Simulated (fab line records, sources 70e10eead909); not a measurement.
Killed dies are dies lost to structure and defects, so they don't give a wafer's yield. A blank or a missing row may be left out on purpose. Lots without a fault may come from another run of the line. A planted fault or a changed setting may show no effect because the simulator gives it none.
Tool commonality check | flow nand_harc | 13 lots, 45 wafers sampled

WHY IT WAS OPENED
At NHARC_A_ONON_D1_THK_MEAS_14 the reading thk_nm is flagged on 2 of 13 lots. Wafers without a fault read 997 nm, standard deviation 8.7.
Rule: a lot is flagged when every wafer of it that has a number lies more than 4 standard deviations from that mean, or none has a number. The other lots count as sound.

lot  | measured     | on            | thk_nm (nm), wafer by wafer   | flag
L440 | day 8 05:15  | film_metro-02 | 1013 1013 1013                |
L443 | day 9 11:05  | film_metro-01 | 1004 1005 1005                |
L445 | day 10 01:51 | film_metro-01 | 1004 1004 1005                |
L444 | day 10 01:53 | film_metro-02 | 1000 999 998                  |
L446 | day 11 00:34 | film_metro-01 | 1007 1005 1006                |
L447 | day 11 00:35 | film_metro-02 | 994 996 997                   |
L448 | day 11 17:14 | film_metro-02 | 992 994 992                   |
L449 | day 12 01:23 | film_metro-02 | 996 996 996                   |
L456 | day 15 01:08 | film_metro-02 | 1855 1854 1854 1856 1855 1854 | FLAGGED
L458 | day 15 20:26 | film_metro-01 | 1847 1847 1848 1846 1847 1848 | FLAGGED
L459 | day 16 02:53 | film_metro-01 | 997 996 996                   |
L461 | day 16 23:50 | film_metro-01 | 999 1001 1001                 |
L462 | day 17 10:53 | film_metro-01 | 998 997 996                   |
The numbers of the flagged lots are 1851 nm on average: +854 nm against the usual, or +98 standard deviations.

WHICH TOOL RAN EACH LOT
The record holds 3 process steps before the reading, out of a route of 1302 steps. In each cell: the tool, then ch and the chambers that the sampled wafers went through, then the start.
lot  | flag    | NHARC_A_ZERO_WELL_ETCH_19          | NHARC_A_ZERO_WELL_RTA_16         | NHARC_A_ONON_D1_DEP_12
L440 |         | rie_diel-12 ch 0,1,3, day 7 04:50  | rtp_anneal-02 ch 0, day 7 05:52  | pecvd_onon-04 ch 0, day 8 04:46
L443 |         | rie_diel-12 ch 1,2,3, day 8 10:22  | rtp_anneal-01 ch 0, day 8 11:24  | pecvd_onon-01 ch 0, day 9 10:35
L445 |         | rie_diel-02 ch 1,3, day 9 02:13    | rtp_anneal-02 ch 0, day 9 03:14  | pecvd_onon-02 ch 0, day 10 01:20
L444 |         | rie_diel-12 ch 1,2, day 9 01:11    | rtp_anneal-01 ch 0, day 9 02:13  | pecvd_onon-04 ch 0, day 10 01:21
L446 |         | rie_diel-02 ch 0,1,2, day 9 23:54  | rtp_anneal-01 ch 0, day 10 01:01 | pecvd_onon-02 ch 0, day 11 00:04
L447 |         | rie_diel-12 ch 0,1,2, day 9 22:54  | rtp_anneal-01 ch 0, day 10 00:04 | pecvd_onon-01 ch 0, day 11 00:08
L448 |         | rie_diel-02 ch 0,3, day 10 15:11   | rtp_anneal-02 ch 0, day 10 16:16 | pecvd_onon-02 ch 0, day 11 16:50
L449 |         | rie_diel-12 ch 1,2,3, day 11 00:58 | rtp_anneal-01 ch 0, day 11 02:02 | pecvd_onon-04 ch 0, day 12 00:50
L456 | FLAGGED | rie_diel-12 ch 0,1, day 13 22:55   | rtp_anneal-02 ch 0, day 13 23:58 | pecvd_onon-04 ch 0, day 15 00:41
L458 | FLAGGED | rie_diel-12 ch 0,1,3, day 14 20:29 | rtp_anneal-02 ch 0, day 14 21:34 | pecvd_onon-04 ch 0, day 15 20:02
L459 |         | rie_diel-12 ch 0,1,2, day 15 02:08 | rtp_anneal-02 ch 0, day 15 03:11 | pecvd_onon-02 ch 0, day 16 02:22
L461 |         | rie_diel-12 ch 1,2, day 15 21:06   | rtp_anneal-02 ch 0, day 15 22:11 | pecvd_onon-02 ch 0, day 16 23:26
L462 |         | rie_diel-12 ch 0,1,2, day 16 09:27 | rtp_anneal-02 ch 0, day 16 10:28 | pecvd_onon-02 ch 0, day 17 10:22
What these steps do:
- NHARC_A_ZERO_WELL_ETCH_19: etches the open film in N2/H2, target depth 80 nm, overetch 24 nm, time 87.88 s.
- NHARC_A_ZERO_WELL_RTA_16: time 10 s.
- NHARC_A_ONON_D1_DEP_12: target thk 1000 nm.
- NHARC_A_ONON_D1_THK_MEAS_14: measures by ellipsometry.

FLAGGED OVER TOTAL, TOOL BY TOOL (the gauges that took the reading come last)
step                        | tool          | lots run | flagged | share of the flagged lots | sound lots run after its first flagged lot
NHARC_A_ZERO_WELL_ETCH_19   | rie_diel-02   | 3        | 0       | none                      | -
NHARC_A_ZERO_WELL_ETCH_19   | rie_diel-12   | 10       | 2       | all                       | 3 (L459,L461,L462)
NHARC_A_ZERO_WELL_RTA_16    | rtp_anneal-01 | 5        | 0       | none                      | -
NHARC_A_ZERO_WELL_RTA_16    | rtp_anneal-02 | 8        | 2       | all                       | 3 (L459,L461,L462)
NHARC_A_ONON_D1_DEP_12      | pecvd_onon-01 | 2        | 0       | none                      | -
NHARC_A_ONON_D1_DEP_12      | pecvd_onon-02 | 6        | 0       | none                      | -
NHARC_A_ONON_D1_DEP_12      | pecvd_onon-04 | 5        | 2       | all                       | 0
NHARC_A_ONON_D1_THK_MEAS_14 | film_metro-01 | 7        | 1       | some                      | 3 (L459,L461,L462)
NHARC_A_ONON_D1_THK_MEAS_14 | film_metro-02 | 6        | 1       | some                      | 0

WHAT THE TABLE ALLOWS
3 rows of the table ran every flagged lot: rie_diel-12 at NHARC_A_ZERO_WELL_ETCH_19, rtp_anneal-02 at NHARC_A_ZERO_WELL_RTA_16, pecvd_onon-04 at NHARC_A_ONON_D1_DEP_12.
- rie_diel-12 at NHARC_A_ZERO_WELL_ETCH_19: 2 of its 10 lots flagged. Sound lots ran on it after the first flagged one (L459, L461, L462), which a lasting fault on the whole tool wouldn't allow.
- rtp_anneal-02 at NHARC_A_ZERO_WELL_RTA_16: 2 of its 8 lots flagged. Sound lots ran on it after the first flagged one (L459, L461, L462), which a lasting fault on the whole tool wouldn't allow.
- pecvd_onon-04 at NHARC_A_ONON_D1_DEP_12: 2 of its 5 lots flagged. Its last sound lot is L449 (day 12 00:50), its first flagged lot L456 (day 15 00:41): a fault that began between those two fits.
One tool is left: pecvd_onon-04 at NHARC_A_ONON_D1_DEP_12.

WHAT THE SIMULATOR HAD PUT IN
Process parameter drift: pecvd_onon-04, from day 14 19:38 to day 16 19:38, at NHARC_A_ONON_D1_DEP_12. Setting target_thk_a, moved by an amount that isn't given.
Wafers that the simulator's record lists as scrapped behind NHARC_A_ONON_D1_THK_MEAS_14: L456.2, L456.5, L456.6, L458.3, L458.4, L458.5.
Lots struck among those shown: L456, L458. The rule above found the same.
